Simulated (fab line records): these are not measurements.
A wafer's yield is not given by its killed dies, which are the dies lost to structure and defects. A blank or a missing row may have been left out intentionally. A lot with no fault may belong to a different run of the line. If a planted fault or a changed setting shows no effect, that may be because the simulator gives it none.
Comparing a struck lot with a sound one + flow n5-finfet + 14 steps out of a route of 1938
Sound: these wafers, L474.1, L474.3, L474.5. Wafers struck: L482.2, L482.3, L482.6. The cause comes at the end.
Per side, at each step with rows, come the tool, then ch with its chambers, and then its first start. Under that, the readings that differ: sound wafers + struck wafers + difference of the means + sigmas: that difference in standard deviations of wafers without a fault.
alike: words and numbers the same on both sides, and readings whose means are apart by under 2 such deviations; not compared: readings that were withheld, readings missing a value for some wafer, numbers with overlapping values and no deviation given by the record, and bounds like >300 which may hide the same value.
Wherever a step has rows on one side only, a row that says differs or no value, or a row with sigmas, the two part there. When numbers do not overlap yet have no deviation, they are printed without sigmas and do not part them. Lack of a reading on every wafer of one side parts them only where that side has two or more wafers.

first, 1 step without rows for these wafers: N5_PASSIVATION_STRIP_14 (strips in O2).
N5_PASSIVATION_ETCH_15: etches SiCN in CF4/N2, target depth 75 nm, time 81.2 s.
  sound on rie-diel-03 ch 0,1,3; struck on rie-diel-04 ch 0,2,3
  alike: bias-w, drypump-motor-current-A, mfc-ar-sccm, oes-product-au, rf-fwd-power-W, rf-vpp-V, showerhead-plenum-p-Torr, throttle-valve-pct
  not compared: rf-hours-counter-h
then, 2 steps without rows for these wafers: N5_PASSIVATION_STRIP_73 (strips in post etch residue remover, time 60 s); N5_PASSIVATION_SRD_17 (time 30 s, dry time 30 s).
N5_PASSIVATION_DEGAS_18: time 60 s.
  sound on pvd-sputter-01, day 12 23:52; struck on pvd-sputter-01, day 14 21:05
  alike: heater-power-w
N5_PASSIVATION_PRE_CLEAN_19:
  sound on pvd-sputter-01, day 12 23:54; struck on pvd-sputter-01, day 14 21:08
  alike: heater-power-w
N5_PASSIVATION_SPUTTER_20: material TaN, target thk 50 nm.
  sound on pvd-sputter-01, day 12 23:56; struck on pvd-sputter-01, day 14 21:10
  alike: throttle-valve-pct
N5_PASSIVATION_AL_DEP_21: deposits Al, target thk 2800 nm, time 170 s.
  sound on pvd-sputter-01, day 13 00:02; struck on pvd-sputter-01, day 14 21:16
  alike: throttle-valve-pct
then, 4 steps without rows for these wafers: N5_PASSIVATION_HMDS_23 (time 60 s); N5_PASSIVATION_COAT_24; N5_PASSIVATION_EBR_26; N5_PASSIVATION_SOFTBAKE_25 (time 90 s).
N5_PASSIVATION_EXPOSE_27: exposes mask PAD, defocus 0 nm.
  sound on krf-scanner-01 ch 0, day 13 00:28; struck on krf-scanner-01 ch 0, day 14 21:34
| reading              | sound             | struck            | difference | sigmas |
|----------------------|-------------------|-------------------|------------|--------|
| exposure-dose-mJ-cm2 | 32.28 32.31 32.31 | 32.89 32.92 32.89 | +0.60      | +19    |
  alike: mask
next, for these wafers, 1 step has no rows: N5_PASSIVATION_PEB_28.

WHERE THEY PART
At N5_PASSIVATION_EXPOSE_27 and nowhere else, as far as this record goes.

WHY: what had been put in by the simulator
Process parameters drifting: krf-scanner-01 at N5_PASSIVATION_EXPOSE_27, beginning at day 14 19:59. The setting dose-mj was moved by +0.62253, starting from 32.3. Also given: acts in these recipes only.
